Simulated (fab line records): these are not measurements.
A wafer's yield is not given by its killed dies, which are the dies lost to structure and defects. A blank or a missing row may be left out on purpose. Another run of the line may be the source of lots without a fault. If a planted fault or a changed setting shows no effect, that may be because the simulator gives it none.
fab line records    flow nand-harc
[record] lots = 24  wafers = 72  last-day = 33
route steps=1302 shown P_ZERO_WELL@46 P_GATE@156 P_M1@300 P_M2@338
lots that met no fault: from a run of the same line without faults
start-h: hours from the record's opening day to when the first of the lot's shown wafers began    wait-h: how many hours have passed since the lot's step before this one    " repeats the value in the row above    L1.1+2: a single row standing in for several wafers    - no value, or no start given    * or withheld: withheld    < > ~ a bound
route shown NAME@n: names a module that has steps shown in the file, with the first one's number in the route    usual: the fault-free wafers' mean and standard deviation    same: alike in all rows    chamber/n: place in a boat    sites: readings site by site    _std_site: the standard deviation of these    _edge_site: the outer-site mean with the inner-site mean subtracted    radius-mm: for every site, how far away it sits from the centre of the wafer    mask NAME#n: copy n    behind: tool/chamber where the wafer was last shaped    hold: reason for holding the lot/hours on hold/outcome of the hold    device: whichever transistor did not switch (one of n, p or np)    end of line: the tests these same wafers got at the end of their route    a step given without rows: its recipe and nothing more    killed: dies lost to structure and defects at the first sort, not the wafer's yield    map: a wafer's dies, x killed, . not, _ none there
set.NAME: the setting as run; set.NAME@STEP: as run at that earlier step    model.NAME: the simulator's own value behind a step, which no gauge read
one table for each step of the route and one row for each wafer, over a sample of lots
services: when a tool's chamber went out of use (start-h, in hours from the record's first day, below 0 if earlier), for how many hours, and the reason
[[steps]]
[step NHARC_P_ZERO_WELL_DESCUM_39]
[recipe] time-s = 3  o2-flow-sccm = 200  ar-flow-sccm = 0  bias-power-w = 0  chemistry = O2
[usual] drypump-motor-current-A = 5.9/0.51  mfc-ar-sccm = 0.010/0.012  oes-product-au = 1.001/0.0089  rf-vpp-V = 57.7/0.84  showerhead-plenum-p-Torr = 1.89/0.044  throttle-valve-pct = 11.314/0.0094
lot.wafer  tool         chamber  start-h  wait-h  drypump-motor-current-A  mfc-ar-sccm  oes-product-au  rf-hours-counter-h  rf-vpp-V  showerhead-plenum-p-Torr  throttle-valve-pct
L074.1     rie-diel-08  0        24.50    -       5.3                      0            1.012           0                   58.5      1.95                      11.321
L074.2     "            3        "        "       6.1                      0.022        0.988           1                   57.8      1.84                      11.310
L074.5     "            1        "        "       4.8                      0.026        0.997           -                   56.5      1.92                      11.315
L075.2     rie-diel-08  0        34.39    -       5.3                      0            1.016           4                   57.7      1.95                      11.313
L075.3     "            3        "        "       6.2                      0.022        0.991           4                   57.7      1.84                      11.312
L075.5     "            0        "        "       5.3                      0            1.006           -                   58.5      1.95                      11.316
L076.3     rie-diel-04  0        48.19    -       6.5                      0.025        1.003           19                  58.5      1.96                      11.299
L076.5     "            1        "        "       5.8                      0            1.010           -                   58.3      1.93                      11.307
L076.6     "            2        "        "       6.6                      0.031        0.998           -                   57.7      1.85                      11.303
L077.3     rie-diel-04  2        54.62    -       6.7                      0.031        0.986           22                  57.7      1.85                      11.324
L077.4     "            0        "        "       6.4                      0.025        1.012           25                  57.1      1.95                      11.338
L077.5     "            3        "        "       5.6                      0.007        1.007           -                   55.6      1.84                      11.307
L078.2     rie-diel-11  2        64.13    -       6.4                      0            1.008           33                  58.3      1.86                      11.320
L078.3     "            0        "        "       5.4                      0            0.990           37                  56.6      1.95                      11.310
L078.5     "            3        "        "       5.9                      0            0.994           -                   57.8      1.89                      11.325
L079.4     rie-diel-04  2        74.40    -       6.7                      0.031        0.998           25                  58.8      1.84                      11.299
L079.1     "            3        "        "       5.6                      0.007        1.003           27                  57.3      1.84                      11.302
L079.6     "            2        "        "       6.7                      0.031        0.998           -                   57.7      1.84                      11.304
L080.2     rie-diel-08  2        84.63    -       5.9                      0            0.997           25                  58.4      1.93                      11.319
L080.4     "            0        "        "       5.3                      0            1.012           25                  58.0      1.94                      11.298
L080.6     "            2        "        "       5.9                      0            0.998           -                   58.1      1.93                      11.311
L081.1     rie-diel-04  3        94.29    -       5.6                      0.007        1.010           31                  57.4      1.84                      11.307
L081.3     "            0        "        "       6.5                      0.025        1.008           35                  57.0      1.95                      11.324
L081.2     "            1        "        "       5.8                      0            1.008           34                  57.0      1.92                      11.306
L082.3     rie-diel-04  0        104.13   -       6.5                      0.025        0.998           37                  58.7      1.95                      11.317
L082.1     "            2        "        "       6.7                      0.031        1.002           34                  57.2      1.84                      11.300
L082.6     "            0        "        "       6.4                      0.025        0.998           -                   59.5      1.95                      11.316
L083.3     rie-diel-04  3        114.72   -       5.6                      0.007        1.014           36                  57.7      1.83                      11.303
L083.4     "            1        "        "       5.8                      0            1.023           38                  58.7      1.92                      11.297
L083.5     "            3        "        "       5.5                      0.007        1.015           -                   57.1      1.83                      11.313
L084.2     rie-diel-11  0        124.05   -       5.5                      0            0.994           9                   57.7      1.95                      11.323
L084.6     "            1        "        "       5.8                      0            0.999           -                   58.1      1.90                      11.310
L084.5     "            2        "        "       6.4                      0            1.012           -                   57.8      1.86                      11.311
L085.1     rie-diel-11  0        134.20   -       5.5                      0            0.996           12                  57.4      1.95                      11.320
L085.3     "            2        "        "       6.4                      0            1.006           16                  56.4      1.85                      11.323
L085.6     "            1        "        "       5.8                      0            0.994           -                   58.1      1.90                      11.306
L086.2     rie-diel-08  2        144.19   -       6.0                      0            0.993           45                  57.6      1.92                      11.321
L086.1     "            3        "        "       6.1                      0.022        0.981           45                  56.3      1.83                      11.324
L086.5     "            2        "        "       5.9                      0            1.001           -                   56.0      1.92                      11.310
L087.4     rie-diel-11  2        154.62   -       6.4                      0            1.005           24                  58.0      1.85                      11.316
L087.5     "            0        "        "       5.5                      0            0.988           -                   57.9      1.95                      11.294
L087.6     "            1        "        "       5.8                      0            0.997           -                   57.0      1.90                      11.323
L088.2     rie-diel-04  1        165.77   -       5.8                      0            1.001           51                  58.2      1.92                      11.320
L088.5     "            0        "        "       6.4                      0.025        0.992           -                   57.6      1.94                      11.311
L088.6     "            3        "        "       5.6                      0.007        1.015           -                   57.4      1.83                      11.327
L089.1     rie-diel-08  2        174.31   -       5.9                      0            1.005           56                  57.1      1.92                      11.321
L089.2     "            3        "        "       6.2                      0.022        0.987           57                  56.6      1.83                      11.319
L089.3     "            1        "        "       4.8                      0.026        1.015           49                  58.9      1.91                      11.305
L090.1     rie-diel-11  1        184.44   -       5.8                      0            0.997           29                  57.7      1.90                      11.312
L090.4     "            3        "        "       5.9                      0            0.980           34                  57.4      1.88                      11.322
L090.5     "            0        "        "       5.5                      0            0.989           -                   56.8      1.94                      11.319
L091.2     rie-diel-11  1        194.38   -       5.8                      0            1.000           31                  57.1      1.90                      11.317
L091.4     "            3        "        "       5.9                      0            0.992           36                  56.9      1.88                      11.303
L091.5     "            1        "        "       5.8                      0            0.998           -                   57.7      1.90                      11.313
L092.1     rie-diel-08  1        204.77   -       4.8                      0.026        0.998           2                   57.7      1.90                      11.309
L092.5     "            2        "        "       5.9                      0            1.014           -                   58.0      1.91                      11.302
L092.6     "            3        "        "       6.2                      0.022        0.982           -                   57.1      1.82                      11.311
L093.1     rie-diel-04  2        214.39   -       6.7                      0.031        1.007           10                  57.3      1.83                      11.304
L093.2     "            3        "        "       5.6                      0.007        1.011           10                  56.9      1.82                      11.311
L093.5     "            2        "        "       6.6                      0.031        1.014           -                   58.8      1.83                      11.295
L094.1     rie-diel-11  0        224.41   -       5.5                      0            0.995           46                  56.6      1.94                      11.321
L094.2     "            1        "        "       5.9                      0            0.989           47                  59.7      1.89                      11.325
L094.5     "            3        "        "       5.9                      0            0.994           -                   58.0      1.88                      11.316
L095.1     rie-diel-11  1        234.26   -       5.8                      0            0.992           49                  56.4      1.89                      11.315
L095.2     "            3        "        "       5.9                      0            1.000           49                  58.0      1.88                      11.309
L095.5     "            1        "        "       5.8                      0            0.995           -                   58.6      1.89                      11.316
L096.3     rie-diel-08  1        244.36   -       4.8                      0.026        0.999           16                  57.5      1.90                      11.314
L096.6     "            2        "        "       5.9                      0            0.997           -                   58.5      1.91                      11.306
L096.5     "            3        "        "       6.2                      0.022        0.998           -                   57.3      1.82                      11.322
L097.3     rie-diel-04  2        254.30   -       6.7                      0.031        1.017           20                  57.1      1.83                      11.313
L097.1     "            1        "        "       5.8                      0            1.009           25                  58.6      1.91                      11.320
L097.6     "            2        "        "       6.6                      0.031        1.002           -                   58.3      1.83                      11.292
[step NHARC_P_GATE_ETCHBACK_37]
[recipe] target-depth-a = 345  time-s = 17.2  chf3-flow-sccm = 50  o2-flow-sccm = 10  ar-flow-sccm = 200  rf-w = 500  bias-w = 200  chemistry = CHF3/O2
[usual] chf3-flow-sccm = 50.00/0.14  drypump-motor-current-A = 5.3/0.46  mfc-ar-sccm = 199.9/0.58  oes-product-au = 0.95/0.035  rf-vpp-V = 370.6/2.6  showerhead-plenum-p-Torr = 2.40/0.11  throttle-valve-pct = 20.572/0.01
lot.wafer  tool         chamber  start-h  wait-h  chf3-flow-sccm  drypump-motor-current-A  mfc-ar-sccm  oes-product-au  rf-hours-counter-h  rf-vpp-V  showerhead-plenum-p-Torr  throttle-valve-pct
L074.2     rie-diel-03  2        -        -       49.71           5.2                      200.6        0.94            7                   373.9     2.56                      20.578
L074.1     "            1        "        "       50.14           5.1                      199.6        0.93            6                   369.6     2.35                      20.577
L074.5     "            3        "        "       50.04           5.0                      200.7        0.91            -                   371.4     2.44                      20.559
L075.3     rie-diel-13  0        -        -       50.03           5.7                      200.1        0.93            6                   368.7     2.37                      20.560
L075.2     "            2        "        "       49.91           4.9                      200.0        0.93            4                   372.7     2.45                      20.556
L075.5     "            1        "        "       50.21           4.8                      200.9        0.92            -                   367.7     2.26                      20.571
L076.3     rie-diel-13  2        -        -       49.94           4.9                      199.5        0.93            6                   372.5     2.45                      20.575
L076.5     "            0        "        "       49.94           5.8                      200.4        0.92            -                   369.7     2.37                      20.571
L076.6     "            1        "        "       50.17           4.7                      201.1        0.91            -                   368.1     2.26                      20.562
L077.3     rie-diel-03  1        -        -       50.00           5.1                      199.8        0.99            0                   370.5     2.35                      20.565
L077.4     "            2        "        "       50.09           5.2                      199.2        0.99            0                   374.8     2.56                      20.580
L077.5     "            3        "        "       49.86           4.9                      199.7        0.99            -                   372.3     2.44                      20.585
L079.4     rie-diel-13  2        -        -       50.12           4.9                      199.9        0.94            8                   372.5     2.45                      20.555
L079.1     "            3        "        "       49.84           5.5                      199.7        0.92            9                   374.0     2.54                      20.589
L079.6     "            2        "        "       49.87           4.9                      200.6        0.94            -                   369.9     2.45                      20.565
L078.2     rie-diel-06  1        -        -       49.79           5.5                      200.9        1.00            1                   367.4     2.25                      20.565
L078.3     "            2        "        "       50.02           5.3                      200.4        0.99            1                   367.3     2.30                      20.551
L078.5     "            1        "        "       50.03           5.5                      200.7        1.00            -                   365.7     2.25                      20.583
L080.2     rie-diel-06  1        -        -       50.03           5.6                      199.9        0.94            3                   365.9     2.25                      20.592
L080.6     "            3        "        "       49.82           6.6                      200.1        0.93            -                   367.0     2.25                      20.562
L080.4     "            0        "        "       49.77           5.6                      200.0        0.94            -                   371.5     2.46                      20.565
L081.1     rie-diel-06  3        -        -       49.98           6.5                      199.2        1.00            4                   369.1     2.25                      20.580
L081.2     "            1        "        "       50.18           5.6                      200.0        0.99            4                   367.8     2.25                      20.576
L081.3     "            3        "        "       50.00           6.6                      199.5        1.00            -                   366.8     2.25                      20.576
L082.3     rie-diel-03  1        -        -       50.13           5.1                      198.7        0.91            3                   369.8     2.35                      20.579
L082.1     "            3        "        "       50.24           4.9                      199.4        0.91            3                   371.1     2.44                      20.580
L082.6     "            1        "        "       50.22           5.1                      200.0        0.92            -                   369.7     2.35                      20.575
L083.3     rie-diel-13  0        -        -       50.01           5.7                      199.2        0.93            1                   370.3     2.37                      20.569
L083.4     "            3        "        "       50.03           5.5                      199.5        0.91            1                   374.2     2.54                      20.575
L083.5     "            0        "        "       49.98           5.7                      200.3        0.93            -                   370.0     2.37                      20.578
L084.2     rie-diel-13  3        -        -       49.91           5.5                      199.3        0.98            2                   372.7     2.54                      20.576
L084.6     "            1        "        "       49.72           4.7                      199.2        1.00            -                   367.9     2.26                      20.580
L084.5     "            2        "        "       49.88           4.9                      199.0        1.00            -                   370.6     2.45                      20.570
L085.3     rie-diel-13  3        -        -       49.91           5.5                      199.9        0.97            2                   373.6     2.54                      20.556
L085.1     "            2        "        "       50.19           4.9                      199.3        0.99            0                   371.4     2.45                      20.579
L085.6     "            3        "        "       49.86           5.5                      200.3        0.98            -                   373.7     2.54                      20.563
L086.1     rie-diel-03  2        -        -       49.98           5.1                      199.3        1.00            6                   373.4     2.56                      20.565
L086.2     "            0        "        "       50.09           5.1                      199.8        0.98            6                   373.3     2.53                      20.570
L086.5     "            3        "        "       50.00           4.9                      199.2        0.99            -                   371.4     2.44                      20.567
L087.4     rie-diel-13  3        -        -       49.95           5.5                      200.2        0.99            -                   372.5     2.54                      20.560
L087.6     "            0        "        "       49.88           5.7                      199.9        1.00            -                   369.6     2.37                      20.574
L087.5     "            1        "        "       49.97           4.7                      199.2        1.00            -                   366.6     2.26                      20.588
L089.2     rie-diel-06  2        -        -       50.05           5.3                      200.4        0.92            7                   369.7     2.30                      20.595
L089.3     "            3        "        "       50.05           6.6                      199.8        0.93            8                   366.8     2.25                      20.580
L089.1     "            0        "        "       49.80           5.6                      199.6        0.93            8                   372.4     2.46                      20.556
L088.2     rie-diel-03  2        -        -       49.78           5.1                      199.8        1.00            8                   374.4     2.56                      20.575
L088.6     "            1        "        "       50.26           5.1                      199.7        0.98            -                   368.8     2.35                      20.564
L088.5     "            2        "        "       49.91           5.1                      200.2        0.99            -                   374.4     2.56                      20.573
L090.1     rie-diel-13  2        -        -       49.69           4.9                      200.3        0.93            2                   372.4     2.45                      20.584
L090.4     "            0        "        "       49.91           5.7                      199.9        0.95            5                   369.9     2.37                      20.563
L090.5     "            1        "        "       49.97           4.7                      199.1        0.94            -                   366.8     2.26                      20.566
L091.4     rie-diel-03  3        -        -       50.19           5.0                      201.2        0.91            7                   371.5     2.44                      20.555
L091.2     "            0        "        "       50.07           5.1                      199.7        0.92            9                   373.4     2.53                      20.565
L091.5     "            2        "        "       49.92           5.2                      200.3        0.93            -                   372.7     2.56                      20.567
L092.1     rie-diel-13  2        -        -       49.97           4.9                      199.7        0.95            3                   371.9     2.45                      20.571
L092.6     "            3        "        "       49.99           5.5                      200.0        0.93            -                   373.4     2.54                      20.565
L092.5     "            0        "        "       49.91           5.8                      199.2        0.94            -                   369.5     2.37                      20.546
L093.1     rie-diel-03  3        -        -       49.91           5.0                      200.5        0.92            8                   371.0     2.44                      20.570
L093.2     "            1        "        "       49.93           5.1                      199.0        0.91            9                   369.6     2.35                      20.553
L093.5     "            2        "        "       49.77           5.2                      200.0        0.92            -                   374.0     2.56                      20.564
L094.2     rie-diel-13  0        -        -       50.07           5.8                      200.8        0.92            6                   371.8     2.37                      20.581
L094.1     "            3        "        "       50.19           5.5                      200.0        0.90            6                   375.6     2.54                      20.577
L094.5     "            1        "        "       49.92           4.7                      199.9        0.91            -                   366.8     2.26                      20.583
L095.1     rie-diel-03  1        -        -       49.89           5.1                      200.5        1.02            0                   368.7     2.34                      20.572
L095.2     "            0        "        "       50.06           5.1                      199.4        0.99            0                   373.8     2.53                      20.581
L095.5     "            1        "        "       50.02           5.1                      200.3        1.00            -                   369.5     2.34                      20.570
L096.3     rie-diel-13  2        -        -       50.06           4.9                      200.4        0.92            6                   372.8     2.45                      20.572
L096.5     "            1        "        "       50.10           4.8                      199.7        0.93            -                   369.4     2.25                      20.593
L096.6     "            2        "        "       50.16           4.9                      200.1        0.93            -                   371.4     2.45                      20.562
L097.1     rie-diel-03  1        -        -       49.84           5.1                      200.1        0.93            1                   367.4     2.34                      20.573
L097.3     "            2        "        "       49.79           5.1                      200.2        0.93            1                   374.7     2.56                      20.576
L097.6     "            1        "        "       49.85           5.1                      200.2        0.93            -                   368.3     2.34                      20.577
[step NHARC_P_GATE_STRIP_111]
[recipe] power-w = 1500  temp-c = 110  time-s = 250  chemistry = N2/H2
[usual] drypump-motor-current-A = 6.1/0.64  heater-power-w = 86/9.3
lot.wafer  tool             chamber  start-h  wait-h  drypump-motor-current-A  heater-power-w  rf-hours-counter-h
L074.1     plasma-asher-02  1        107.99   0.3     4.7                      98              6
L074.2     "                0        "        "       6.3                      79              6
L074.5     "                0        "        "       6.3                      77              -
L075.2     plasma-asher-01  1        122.11   0.2     6.3                      95              23
L075.3     "                0        "        "       6.6                      75              -
L075.5     "                0        "        "       6.5                      74              -
L076.3     plasma-asher-01  0        132.03   0.3     6.6                      76              -
L076.5     "                1        "        "       6.3                      95              -
L076.6     "                0        "        "       6.6                      75              -
L077.4     plasma-asher-02  1        141.64   0.2     4.7                      97              -
L077.3     "                0        "        "       6.3                      77              -
L077.5     "                1        "        "       4.7                      97              -
L079.1     plasma-asher-02  0        159.84   0.2     6.3                      79              15
L079.4     "                1        "        "       4.7                      98              -
L079.6     "                0        "        "       6.3                      78              -
L078.2     plasma-asher-01  1        160.02   0.2     6.3                      93              31
L078.3     "                0        "        "       6.5                      75              -
L078.5     "                0        "        "       6.6                      73              -
L080.2     plasma-asher-01  1        177.56   0.2     6.2                      92              1
L080.4     "                1        "        "       6.2                      90              -
L080.6     "                0        "        "       6.6                      74              -
L081.1     plasma-asher-01  0        183.28   0.2     6.5                      76              2
L081.2     "                1        "        "       6.3                      90              2
L081.3     "                1        "        "       6.3                      91              -
L082.1     plasma-asher-02  0        190.15   0.2     6.3                      77              24
L082.3     "                1        "        "       4.7                      99              -
L082.6     "                1        "        "       4.7                      100             -
L083.3     plasma-asher-01  0        200.15   0.2     6.6                      77              -
L083.4     "                1        "        "       6.3                      91              -
L083.5     "                0        "        "       6.6                      76              -
L084.2     plasma-asher-02  0        218.15   0.2     6.3                      79              29
L084.5     "                1        "        "       4.7                      98              -
L084.6     "                0        "        "       6.3                      77              -
L085.1     plasma-asher-01  1        223.56   0.2     6.3                      92              9
L085.3     "                1        "        "       6.2                      90              -
L085.6     "                0        "        "       6.6                      77              -
L086.1     plasma-asher-02  0        227.47   0.2     6.3                      77              31
L086.2     "                1        "        "       4.7                      96              31
L086.5     "                0        "        "       6.3                      78              -
L087.4     plasma-asher-01  0        234.89   0.3     6.5                      75              -
L087.6     "                1        "        "       6.3                      91              -
L087.5     "                0        "        "       6.6                      79              -
L089.2     plasma-asher-01  0        254.32   0.3     6.6                      77              17
L089.1     "                1        "        "       6.3                      91              17
L089.3     "                1        "        "       6.2                      90              -
L088.2     plasma-asher-01  0        254.74   0.5     6.5                      77              17
L088.5     "                1        "        "       6.2                      92              -
L088.6     "                0        "        "       6.5                      77              -
L090.1     plasma-asher-01  1        270.23   0.2     6.3                      90              22
L090.4     "                1        "        "       6.3                      92              -
L090.5     "                0        "        "       6.6                      76              -
L091.2     plasma-asher-01  1        275.12   0.2     6.3                      92              23
L091.4     "                0        "        "       6.6                      76              -
L091.5     "                0        "        "       6.6                      77              -
L092.1     plasma-asher-01  0        295.49   0.2     6.5                      76              27
L092.6     "                0        "        "       6.5                      75              -
L092.5     "                1        "        "       6.2                      92              -
L093.2     plasma-asher-01  0        296.11   0.2     6.6                      75              27
L093.1     "                1        "        "       6.3                      92              27
L093.5     "                1        "        "       6.3                      90              -
L094.1     plasma-asher-02  0        309.80   0.2     6.3                      83              11
L094.2     "                1        "        "       4.7                      104             11
L094.5     "                0        "        "       6.3                      85              -
L095.1     plasma-asher-01  0        322.71   0.2     6.6                      75              30
L095.2     "                1        "        "       6.3                      92              30
L095.5     "                0        "        "       6.6                      75              -
L096.3     plasma-asher-01  0        332.11   0.3     6.6                      76              -
L096.5     "                1        "        "       6.2                      92              -
L096.6     "                0        "        "       6.6                      76              -
L097.1     plasma-asher-02  1        340.04   0.2     4.7                      102             17
L097.3     "                1        "        "       4.7                      104             -
L097.6     "                1        "        "       4.7                      100             -
[step NHARC_P_M1_ETCH_15]
[recipe] target-depth-a = 1825  time-s = 91.2  c4f8-flow-sccm = withheld  ar-flow-sccm = 400  rf-w = 600  bias-w = 300  chemistry = C4F8/Ar
[usual] oes-product-au = 0.952/0.021  rf-vpp-V = 441/3
lot.wafer  tool         chamber  start-h  wait-h  oes-product-au  rf-hours-counter-h  rf-vpp-V
L074.2     rie-diel-02  3        -        -       0.962           4                   444
L074.1     "            0        "        "       0.956           3                   445
L074.5     "            1        "        "       0.962           -                   437
L075.2     rie-diel-05  1        -        -       0.949           9                   442
L075.3     "            3        "        "       0.934           9                   436
L075.5     "            3        "        "       0.939           -                   436
L076.3     rie-diel-04  0        -        -       0.923           48                  441
L076.5     "            0        "        "       0.926           -                   440
L076.6     "            1        "        "       0.938           -                   441
L077.3     rie-diel-05  0        -        -       0.950           11                  443
L077.4     "            1        "        "       0.955           -                   442
L077.5     "            3        "        "       0.954           -                   436
L079.1     rie-diel-02  3        -        -       0.959           8                   444
L079.4     "            1        "        "       0.960           8                   438
L079.6     "            3        "        "       0.956           -                   444
L078.2     rie-diel-05  2        -        -       0.953           5                   444
L078.3     "            3        "        "       0.957           13                  437
L078.5     "            3        "        "       0.975           -                   436
L080.4     rie-diel-02  0        -        -       0.984           8                   446
L080.2     "            3        "        "       0.965           9                   443
L080.6     "            1        "        "       0.976           -                   436
L081.3     rie-diel-02  0        -        -       0.938           8                   444
L081.1     "            1        "        "       0.932           10                  437
L081.2     "            2        "        "       0.944           9                   442
L082.3     rie-diel-05  0        -        -       0.955           14                  442
L082.1     "            1        "        "       0.983           13                  442
L082.6     "            3        "        "       0.942           -                   437
L083.3     rie-diel-05  0        -        -       0.923           15                  442
L083.5     "            2        "        "       0.950           -                   446
L083.4     "            0        "        "       0.914           -                   444
L084.2     rie-diel-02  0        -        -       0.958           1                   445
L084.6     "            2        "        "       0.968           -                   443
L084.5     "            3        "        "       0.974           -                   444
L085.1     rie-diel-02  3        -        -       0.967           1                   444
L085.3     "            0        "        "       0.973           1                   446
L085.6     "            3        "        "       0.973           -                   444
L086.1     rie-diel-05  2        -        -       0.968           0                   444
L086.2     "            3        "        "       0.974           0                   435
L086.5     "            1        "        "       0.951           -                   442
L087.4     rie-diel-05  1        -        -       0.969           0                   441
L087.5     "            0        "        "       0.976           -                   443
L087.6     "            1        "        "       0.970           -                   441
L089.3     rie-diel-05  1        -        -       0.986           3                   442
L089.1     "            2        "        "       0.981           2                   443
L089.2     "            0        "        "       0.975           3                   444
L088.2     rie-diel-05  3        -        -       0.979           3                   435
L088.5     "            2        "        "       0.972           -                   444
L088.6     "            3        "        "       0.972           -                   437
L090.4     rie-diel-02  1        -        -       0.975           5                   436
L090.1     "            2        "        "       0.950           5                   444
L090.5     "            0        "        "       0.949           -                   445
L091.4     rie-diel-02  0        -        -       0.972           5                   445
L091.2     "            2        "        "       0.955           6                   442
L091.5     "            0        "        "       0.968           -                   445
L092.1     rie-diel-04  3        -        -       0.926           41                  438
L092.6     "            0        "        "       0.937           -                   442
L092.5     "            1        "        "       0.923           -                   441
L093.1     rie-diel-05  2        -        -       0.925           5                   443
L093.2     "            0        "        "       0.927           5                   443
L093.5     "            1        "        "       0.929           -                   443
L094.2     rie-diel-02  2        -        -       0.930           8                   442
L094.1     "            0        "        "       0.913           6                   446
L094.5     "            1        "        "       0.932           -                   438
L095.1     rie-diel-04  2        -        -       0.927           54                  438
L095.2     "            0        "        "       0.941           53                  442
L095.5     "            2        "        "       0.920           -                   437
L096.3     rie-diel-04  1        -        -       0.973           60                  439
L096.6     "            0        "        "       0.980           -                   440
L096.5     "            1        "        "       0.979           -                   441
L097.3     rie-diel-05  0        -        -       0.934           9                   441
L097.1     "            1        "        "       0.920           9                   442
L097.6     "            1        "        "       0.923           -                   441
[step NHARC_P_M1_DEGAS_29]
[recipe] temp-c = 250  time-s = 60
[usual] heater-power-w = 329/35
lot.wafer  tool            chamber  start-h  wait-h  heater-power-w
L074.1     pvd-sputter-03  -        125.89   -       288
L074.2     "               -        "        "       357
L074.5     "               -        "        "       304
L075.3     pvd-sputter-01  -        139.17   -       355
L075.2     "               -        "        "       301
L075.5     "               -        "        "       294
L076.3     pvd-sputter-01  -        151.05   -       347
L076.6     "               -        "        "       290
L076.5     "               -        "        "       302
L077.4     pvd-sputter-01  -        158.74   -       347
L077.3     "               -        "        "       354
L077.5     "               -        "        "       295
L079.1     pvd-sputter-01  -        177.00   -       285
L079.4     "               -        "        "       301
L079.6     "               -        "        "       350
L078.2     pvd-sputter-02  -        177.31   -       287
L078.3     "               -        "        "       299
L078.5     "               -        "        "       289
L080.2     pvd-sputter-01  -        194.94   -       293
L080.4     "               -        "        "       333
L080.6     "               -        "        "       294
L081.1     pvd-sputter-03  -        200.76   -       379
L081.3     "               -        "        "       317
L081.2     "               -        "        "       408
L082.1     pvd-sputter-01  -        207.16   -       302
L082.3     "               -        "        "       335
L082.6     "               -        "        "       356
L083.4     pvd-sputter-02  -        217.87   -       281
L083.3     "               -        "        "       333
L083.5     "               -        "        "       283
L084.2     pvd-sputter-02  -        235.03   -       333
L084.6     "               -        "        "       367
L084.5     "               -        "        "       282
L085.3     pvd-sputter-03  -        240.39   -       383
L085.1     "               -        "        "       323
L085.6     "               -        "        "       315
L086.2     pvd-sputter-03  -        244.30   -       380
L086.1     "               -        "        "       405
L086.5     "               -        "        "       374
L087.4     pvd-sputter-01  -        251.59   -       311
L087.6     "               -        "        "       340
L087.5     "               -        "        "       308
L089.1     pvd-sputter-01  -        271.39   -       312
L089.2     "               -        "        "       311
L089.3     "               -        "        "       310
L088.2     pvd-sputter-02  -        272.22   -       283
L088.5     "               -        "        "       298
L088.6     "               -        "        "       378
L090.4     pvd-sputter-03  -        287.38   -       309
L090.1     "               -        "        "       384
L090.5     "               -        "        "       392
L091.4     pvd-sputter-02  -        295.41   -       376
L091.2     "               -        "        "       289
L091.5     "               -        "        "       369
L092.1     pvd-sputter-03  -        312.32   -       320
L092.5     "               -        "        "       404
L092.6     "               -        "        "       320
L093.2     pvd-sputter-01  -        313.22   -       313
L093.1     "               -        "        "       304
L093.5     "               -        "        "       315
L094.2     pvd-sputter-01  -        327.51   -       335
L094.1     "               -        "        "       305
L094.5     "               -        "        "       307
L095.2     pvd-sputter-01  -        340.03   -       332
L095.1     "               -        "        "       306
L095.5     "               -        "        "       344
L096.3     pvd-sputter-02  -        349.04   -       279
L096.5     "               -        "        "       321
L096.6     "               -        "        "       312
L097.3     pvd-sputter-02  -        356.93   -       369
L097.1     "               -        "        "       315
L097.6     "               -        "        "       374
[step NHARC_P_M2_DEGAS_29]
[recipe] temp-c = 250  time-s = 60
[usual] heater-power-w = 332/35
lot.wafer  tool            chamber  start-h  wait-h  heater-power-w
L074.2     pvd-sputter-01  -        130.27   -       349
L074.1     "               -        "        "       355
L074.5     "               -        "        "       352
L075.2     pvd-sputter-01  -        144.18   -       288
L075.3     "               -        "        "       297
L075.5     "               -        "        "       298
L076.3     pvd-sputter-01  -        155.31   -       289
L076.6     "               -        "        "       348
L076.5     "               -        "        "       293
L077.4     pvd-sputter-03  -        162.80   -       409
L077.3     "               -        "        "       290
L077.5     "               -        "        "       417
L079.4     pvd-sputter-03  -        181.30   -       382
L079.1     "               -        "        "       319
L079.6     "               -        "        "       377
L078.3     pvd-sputter-01  -        181.53   -       356
L078.2     "               -        "        "       340
L078.5     "               -        "        "       293
L080.4     pvd-sputter-02  -        199.07   -       281
L080.2     "               -        "        "       307
L080.6     "               -        "        "       335
L081.2     pvd-sputter-01  -        204.81   -       361
L081.3     "               -        "        "       299
L081.1     "               -        "        "       342
L082.1     pvd-sputter-01  -        211.44   -       287
L082.3     "               -        "        "       293
L082.6     "               -        "        "       290
L083.3     pvd-sputter-02  -        221.90   -       337
L083.4     "               -        "        "       301
L083.5     "               -        "        "       289
L084.2     pvd-sputter-03  -        239.21   -       390
L084.5     "               -        "        "       322
L084.6     "               -        "        "       375
L085.3     pvd-sputter-01  -        244.39   -       302
L085.1     "               -        "        "       334
L085.6     "               -        "        "       306
L086.1     pvd-sputter-03  -        248.48   -       321
L086.2     "               -        "        "       372
L086.5     "               -        "        "       317
L087.4     pvd-sputter-03  -        255.64   -       325
L087.6     "               -        "        "       400
L087.5     "               -        "        "       314
L089.1     pvd-sputter-02  -        275.43   -       334
L089.2     "               -        "        "       301
L089.3     "               -        "        "       281
L088.2     pvd-sputter-03  -        276.41   -       374
L088.5     "               -        "        "       320
L088.6     "               -        "        "       367
L090.4     pvd-sputter-03  -        291.52   -       376
L090.1     "               -        "        "       307
L090.5     "               -        "        "       322
L091.4     pvd-sputter-03  -        299.57   -       312
L091.2     "               -        "        "       375
L091.5     "               -        "        "       391
L092.1     pvd-sputter-01  -        316.44   -       330
L092.6     "               -        "        "       337
L092.5     "               -        "        "       310
L093.2     pvd-sputter-02  -        317.24   -       300
L093.1     "               -        "        "       275
L093.5     "               -        "        "       306
L094.1     pvd-sputter-03  -        331.74   -       317
L094.2     "               -        "        "       384
L094.5     "               -        "        "       393
L095.1     pvd-sputter-02  -        344.16   -       333
L095.2     "               -        "        "       284
L095.5     "               -        "        "       320
L096.3     pvd-sputter-02  -        353.28   -       315
L096.6     "               -        "        "       283
L096.5     "               -        "        "       324
L097.3     pvd-sputter-01  -        361.81   -       306
L097.1     "               -        "        "       316
L097.6     "               -        "        "       305
[[services]]
tool             chamber  start-h  hours  kind
rie-diel-04      -        0.90     9.0    pm
rie-diel-05      0        23.99    4.6    repair
rie-diel-13      2        25.71    12.3   repair
pvd-sputter-01   -        48.00    10.0   pm
plasma-asher-01  -        51.10    0.6    repair
pvd-sputter-01   -        62.78    1.0    repair
rie-diel-04      3        83.84    4.7    repair
rie-diel-04      2        86.12    1.6    repair
plasma-asher-01  -        99.70    12.4   repair
pvd-sputter-02   -        104.00   10.0   pm
rie-diel-04      3        127.72   4.5    repair
rie-diel-04      2        140.73   16.9   repair
rie-diel-04      1        151.69   10.5   repair
rie-diel-04      2        160.58   32.0   repair
plasma-asher-01  -        165.54   9.0    pm
pvd-sputter-03   -        170.18   10.0   pm
rie-diel-04      -        177.90   9.0    pm
pvd-sputter-01   -        226.00   10.0   pm
pvd-sputter-01   -        272.83   5.4    repair
pvd-sputter-02   -        282.00   10.0   pm
rie-diel-04      -        299.80   0.9    repair
plasma-asher-01  -        342.54   9.0    pm
pvd-sputter-03   -        348.18   10.0   pm
rie-diel-04      -        354.90   9.0    pm
[[key]]
fault none
